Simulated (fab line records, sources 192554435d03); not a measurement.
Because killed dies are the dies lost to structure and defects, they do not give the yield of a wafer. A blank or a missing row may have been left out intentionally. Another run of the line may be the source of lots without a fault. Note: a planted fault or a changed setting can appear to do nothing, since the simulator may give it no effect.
Chamber matching / flow n5Finfet / N5_MOL_CONTACT_COAG_ETCH_90 on rieDiel-04: 4 sister chambers
The step etches SiARC in CF4, target depth 13 nm, time 21.7 s. 8 wafers are shown with their chamber, then 8 later ones without.

## WAFERS PAIRED WITH THEIR CHAMBERS
wafer=L077.4; chamber=3; drypumpMotorCurrentA (A)=6.2; showerheadPlenumPTorr (Torr)=2.08
wafer=L083.1; chamber=1; drypumpMotorCurrentA (A)=5.4; showerheadPlenumPTorr (Torr)=2.13
wafer=L083.3; chamber=2; drypumpMotorCurrentA (A)=5.5; showerheadPlenumPTorr (Torr)=2.21
wafer=L083.5; chamber=0; drypumpMotorCurrentA (A)=6.2; showerheadPlenumPTorr (Torr)=2.18
wafer=L084.3; chamber=3; drypumpMotorCurrentA (A)=6.1; showerheadPlenumPTorr (Torr)=2.07
wafer=L084.4; chamber=0; drypumpMotorCurrentA (A)=6.2; showerheadPlenumPTorr (Torr)=2.18
wafer=L084.5; chamber=1; drypumpMotorCurrentA (A)=5.4; showerheadPlenumPTorr (Torr)=2.13
wafer=L094.1; chamber=2; drypumpMotorCurrentA (A)=5.5; showerheadPlenumPTorr (Torr)=2.21

## WAFERS WHOSE CHAMBER IS MISSING
wafer=L094.2; drypumpMotorCurrentA (A)=5.4; showerheadPlenumPTorr (Torr)=2.13
wafer=L094.4; drypumpMotorCurrentA (A)=6.2; showerheadPlenumPTorr (Torr)=2.17
wafer=L095.1; drypumpMotorCurrentA (A)=5.4; showerheadPlenumPTorr (Torr)=2.13
wafer=L095.4; drypumpMotorCurrentA (A)=6.2; showerheadPlenumPTorr (Torr)=2.17
wafer=L095.5; drypumpMotorCurrentA (A)=5.5; showerheadPlenumPTorr (Torr)=2.21
wafer=L097.1; drypumpMotorCurrentA (A)=6.2; showerheadPlenumPTorr (Torr)=2.06
wafer=L097.2; drypumpMotorCurrentA (A)=5.4; showerheadPlenumPTorr (Torr)=2.12
wafer=L097.6; drypumpMotorCurrentA (A)=6.2; showerheadPlenumPTorr (Torr)=2.17

## WHICH CHAMBER EACH ONE RAN IN
wafer=L094.2; from the rows above=1; in truth=1
wafer=L094.4; from the rows above=0; in truth=0
wafer=L095.1; from the rows above=1; in truth=1
wafer=L095.4; from the rows above=0; in truth=0
wafer=L095.5; from the rows above=2; in truth=2
wafer=L097.1; from the rows above=3; in truth=3
wafer=L097.2; from the rows above=1; in truth=1
wafer=L097.6; from the rows above=0; in truth=0
Correctly placed: 8 of 8. Can't be placed from these rows: 0. Number placed wrongly: 0.
How it was worked out, from the rows above alone: a wafer's distance from a chamber is the root of the sum, over the readings, of the square of ((its reading less the chamber's mean) divided by the reading's scatter). The wafer belongs to the nearest chamber; if the next one is less than 2 further off, it can't be placed. Each chamber's mean is taken over the wafers shown for it. The scatter: take each reading less its chamber's mean, square it, sum over the shown wafers, divide by the number of wafers less the number of chambers, and take the root.
